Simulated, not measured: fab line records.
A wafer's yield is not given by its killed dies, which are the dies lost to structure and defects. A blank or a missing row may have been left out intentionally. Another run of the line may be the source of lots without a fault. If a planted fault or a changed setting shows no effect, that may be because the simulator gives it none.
What tool caused it?    flow n5 finfet    10 lots, 30 wafers sampled, at 5 steps of a route of 1938

== WHAT THE GAUGES READ, wafer by wafer ==
The record holds no reading of a measuring or inspecting step that can be judged against a usual standard deviation.

== EACH LOT AND THE TOOL THAT RAN IT (in order: tool; ch and the chambers of the sampled wafers; start) ==
lot   N5_BEOL_M7_STRIP_36                 N5_PASSIVATION_PECVD_01          N5_PASSIVATION_VIA_ETCH_13          N5_PASSIVATION_ETCH_15                         N5_PASSIVATION_PROBE_49
L124  rie diel-01 ch 0,1,2, day 10 04:36  pecvd-02 ch 0,1, day 12 23:47    rie diel-01 ch 0,2,3, day 13 00:34  rie diel-01 ch 0,2,3, no start                 -
L125  rie diel-02 ch 1,2,3, day 10 12:41  pecvd-01 ch 0,2, day 13 07:33    rie diel-02 ch 1,2,3, day 13 08:17  rie diel-02 ch 1,2,3, no start                 -
L127  rie diel-04 ch 0,1,3, day 11 01:55  pecvd-01 ch 0,2, day 13 21:05    rie diel-02 ch 2,3, day 13 22:38    rie diel-02 ch 2,3, no start                   -
L128  rie diel-01 ch 0,1,3, day 11 13:10  pecvd-01 ch 0,1, day 14 11:40    rie diel-04 ch 0,1,2, day 14 13:42  rie diel-04 ch 0,1,2, no start                 -
L130  rie diel-04 ch 0,1,2, day 11 22:23  pecvd-02 ch 1,2, day 14 22:23    rie diel-01 ch 0,2,3, day 15 02:05  rie diel-01 ch 0,2,3, no start                 -
L133  rie diel-01 ch 0,1,2, day 12 09:02  pecvd-02 ch 0,2, day 15 10:34    rie diel-04 ch 1,2, day 15 12:17    rie diel-04 ch 1,2, day 15 18:26 or earlier    prober-01, day 15 18:26
L134  rie diel-01 ch 2,3, day 12 09:26    pecvd-04 ch 0,1,2, day 15 10:06  rie diel-01 ch 0,1,2, day 15 12:23  rie diel-01 ch 0,1,2, day 15 19:19 or earlier  prober-01, day 15 19:19
L140  rie diel-04 ch 1,2,3, day 14 19:55  pecvd-01 ch 0,2, day 17 17:35    rie diel-01 ch 1,2,3, day 17 21:17  rie diel-01 ch 1,2,3, no start                 -
L142  rie diel-01 ch 0,2, day 15 01:46    pecvd-02 ch 0,2, day 18 01:24    rie diel-04 ch 1,3, day 18 03:14    rie diel-04 ch 1,3, no start                   -
L144  rie diel-02 ch 1,2, day 15 03:56    pecvd-02 ch 0,1,2, day 18 09:29  rie diel-02 ch 0,1,2, day 18 11:06  rie diel-02 ch 0,1,2, no start                 -
- N5_BEOL_M7_STRIP_36: strips in N2/H2.
- N5_PASSIVATION_PECVD_01: deposits SiNx from SiH4/NH3/N2, target thk 200 nm, time 43.2 s.
- N5_PASSIVATION_VIA_ETCH_13: etches SiO2 in CHF3/O2, target depth 660 nm, time 330 s.
- N5_PASSIVATION_ETCH_15: etches SiCN in CF4/N2, target depth 75 nm, time 81.2 s.
- N5_PASSIVATION_PROBE_49

== WHAT THE TOOLS THEMSELVES READ (means of the sampled wafers that have a number; where no wafer has one, the mark that the record gives instead) ==
N5_BEOL_M7_STRIP_36. Usual: drypump motor current A 5.5 A, standard deviation 0.34; oes product au 0.79 a.u., standard deviation 0.087; rf vpp V 59.1 V, standard deviation 1.4; showerhead plenum p Torr 2.56 Torr, standard deviation 0.094; throttle valve pct 23.6 %, standard deviation 0.32.
lot   tool         drypump motor current A (A)  oes product au (a.u.)  rf vpp V (V)  showerhead plenum p Torr (Torr)  throttle valve pct (%)  flag
L124  rie diel-01  5.7                          0.79                   59.4          2.52                             23.5                    
L125  rie diel-02  5.9                          0.77                   57.9          2.57                             23.7                    
L127  rie diel-04  5.1                          0.84                   59.2          2.60                             23.5                    
L128  rie diel-01  5.7                          0.81                   59.8          2.52                             23.6                    
L130  rie diel-04  5.2                          0.76                   59.3          2.57                             23.6                    
L133  rie diel-01  5.7                          0.78                   58.3          2.51                             23.6                    
L134  rie diel-01  5.3                          0.85                   59.1          2.47                             23.2                    
L140  rie diel-04  5.3                          0.80                   60.2          2.59                             23.6                    
L142  rie diel-01  5.7                          0.79                   58.3          2.52                             23.2                    
L144  rie diel-02  5.9                          0.75                   59.5          2.50                             23.8                    

N5_PASSIVATION_PECVD_01. Usual: heater power w 397 W, standard deviation 95; showerhead plenum p Torr 8.63 Torr, standard deviation 0.067; susceptor temp C 399.98 C, standard deviation 0.19; throttle valve pct 28.8 %, standard deviation 0.93.
lot   tool      heater power w (W)  showerhead plenum p Torr (Torr)  susceptor temp C (C)  throttle valve pct (%)  flag
L124  pecvd-02  274                 8.70                             399.88                29.5                    
L125  pecvd-01  425                 8.65                             399.95                28.8                    
L127  pecvd-01  478                 8.64                             399.83                28.8                    
L128  pecvd-01  413                 8.60                             399.84                29.2                    
L130  pecvd-02  402                 8.66                             399.96                29.5                    
L133  pecvd-02  273                 8.59                             399.74                29.3                    
L134  pecvd-04  407                 8.62                             399.93                28.5                    
L140  pecvd-01  413                 8.65                             400.00                28.6                    
L142  pecvd-02  331                 8.59                             400.02                29.4                    
L144  pecvd-02  353                 8.63                             399.97                28.9                    

N5_PASSIVATION_VIA_ETCH_13. Usual: drypump motor current A is 5.6 A with standard deviation 0.33, etch rf on time s is 235 s with standard deviation 4.4, mfc ar sccm is 200.0 sccm with standard deviation 0.61, oes product au is 0.73 a.u. with standard deviation 0.076, rf vpp V is 522 V with standard deviation 4.6, showerhead plenum p Torr is 2.41 Torr with standard deviation 0.084, and throttle valve pct is 18.77 % with standard deviation 0.2.
lot   tool         drypump motor current A (A)  etch rf on time s (s)  mfc ar sccm (sccm)  oes product au (a.u.)  rf vpp V (V)  showerhead plenum p Torr (Torr)  throttle valve pct (%)  flag
L124  rie diel-01  5.5                          231                    199.6               0.76                   522           2.38                             18.54                   
L125  rie diel-02  5.9                          238                    200.1               0.68                   523           2.45                             18.89                   
L127  rie diel-02  6.0                          239                    199.9               0.63                   521           2.35                             18.96                   
L128  rie diel-04  5.2                          236                    200.1               0.67                   519           2.43                             18.96                   
L130  rie diel-01  5.5                          235                    199.6               0.73                   522           2.38                             18.56                   
L133  rie diel-04  5.3                          238                    200.1               0.70                   519           2.38                             19.01                   
L134  rie diel-01  5.7                          236                    199.7               0.77                   519           2.38                             18.67                   
L140  rie diel-01  5.5                          231                    200.1               0.76                   524           2.35                             18.72                   
L142  rie diel-04  5.3                          229                    199.5               0.73                   522           2.40                             18.91                   
L144  rie diel-02  5.8                          237                    200.3               0.72                   522           2.43                             18.85                   

N5_PASSIVATION_ETCH_15. Usual: drypump motor current A 5.6 A, standard deviation 0.33; mfc ar sccm 100.0 sccm, standard deviation 0.31; oes product au 0.81 a.u., standard deviation 0.084; rf vpp V 382.3 V, standard deviation 2.1; showerhead plenum p Torr 2.21 Torr, standard deviation 0.077; throttle valve pct 15.32 %, standard deviation 0.2.
lot   tool         drypump motor current A (A)  mfc ar sccm (sccm)  oes product au (a.u.)  rf vpp V (V)  showerhead plenum p Torr (Torr)  throttle valve pct (%)  flag
L124  rie diel-01  5.5                          99.8                0.84                   381.6         2.18                             15.10                   
L125  rie diel-02  5.8                          100.0               0.76                   382.9         2.23                             15.43                   
L127  rie diel-02  6.0                          100.2               0.70                   380.3         2.16                             15.53                   
L128  rie diel-04  5.2                          100.0               0.75                   383.0         2.23                             15.56                   
L130  rie diel-01  5.5                          100.3               0.82                   381.1         2.17                             15.14                   
L133  rie diel-04  5.3                          100.5               0.79                   380.9         2.18                             15.56                   
L134  rie diel-01  5.7                          100.1               0.86                   381.9         2.18                             15.23                   
L140  rie diel-01  5.5                          99.9                0.85                   381.1         2.15                             15.25                   
L142  rie diel-04  5.2                          100.0               0.80                   382.3         2.19                             15.44                   
L144  rie diel-02  5.8                          100.0               0.80                   382.4         2.22                             15.35                   

N5_PASSIVATION_PROBE_49. Usual: defect limited yield 91.1 %, standard deviation 1.5; killed_at_M0_to_M3 35, standard deviation 9.5; killed_at_M4_up 13, standard deviation 5.2; killed at contacts 12, standard deviation 6.1; killed at front end 41, standard deviation 14; killed at other 3.8, standard deviation 2.9; killed dies 105, standard deviation 17; killed open 70, standard deviation 13; killed short 33, standard deviation 8.4; sort_bin_5_function 5.1 %, standard deviation 0.97; sort_bin_6_memory 3.4 %, standard deviation 0.69; sort_bin_8_speed 0.00 %, standard deviation 0.007; sort n pass 1075, standard deviation 17; sort yield pct 91.1 %, standard deviation 1.5.
lot   tool       defect limited yield (%)  killed_at_M0_to_M3  killed_at_M4_up  killed at contacts  killed at front end  killed at other  killed dies  killed open  killed short  sort_bin_5_function (%)  sort_bin_6_memory (%)  sort_bin_8_speed (%)  sort n pass  sort yield pct (%)  flag
L133  prober-01  85.7                      31                  91               14                  31                   2.7              169          62           30            8.3                      4.1                    0.00                  1011         85.7                OFF
L134  prober-01  86.6                      31                  73               13                  33                   8.0              158          59           33            7.5                      4.0                    0.00                  1022         86.6                OFF

== THE ANSWER, worked out from the rows above alone ==
Rule: lot off if the mean of its wafers having a number is beyond 3 standard deviations from the usual mean. Also off: a lot with no number at a reading for which 4 or more lots have one. The other lots that the step has rows for count as sound. After the gauges, taken in route order, come the tools' own readings; for these a lot's mean is taken, as printed above. The first step at which some lot is off is used, and at that step the reading that is off furthest; a lot without a number counts as furthest.
Off: L133, L134 (N5_PASSIVATION_PROBE_49, killed_at_M4_up). Neither off nor sound, because the step has no rows for them: L124, L125, L127, L128, L130, L140, L142, L144.
A tool fits if, at that step or a process step before it, it ran every lot that is off, and no sound lot after the first of them. With no start given for some of its lots, N5_PASSIVATION_ETCH_15 uses the hours and lot order of N5_PASSIVATION_PROBE_49. This does not decide it: 2 tools fit, namely rie diel-01 at N5_BEOL_M7_STRIP_36 and prober-01 at N5_PASSIVATION_PROBE_49.

== WHAT THE SIMULATOR PUT IN ==
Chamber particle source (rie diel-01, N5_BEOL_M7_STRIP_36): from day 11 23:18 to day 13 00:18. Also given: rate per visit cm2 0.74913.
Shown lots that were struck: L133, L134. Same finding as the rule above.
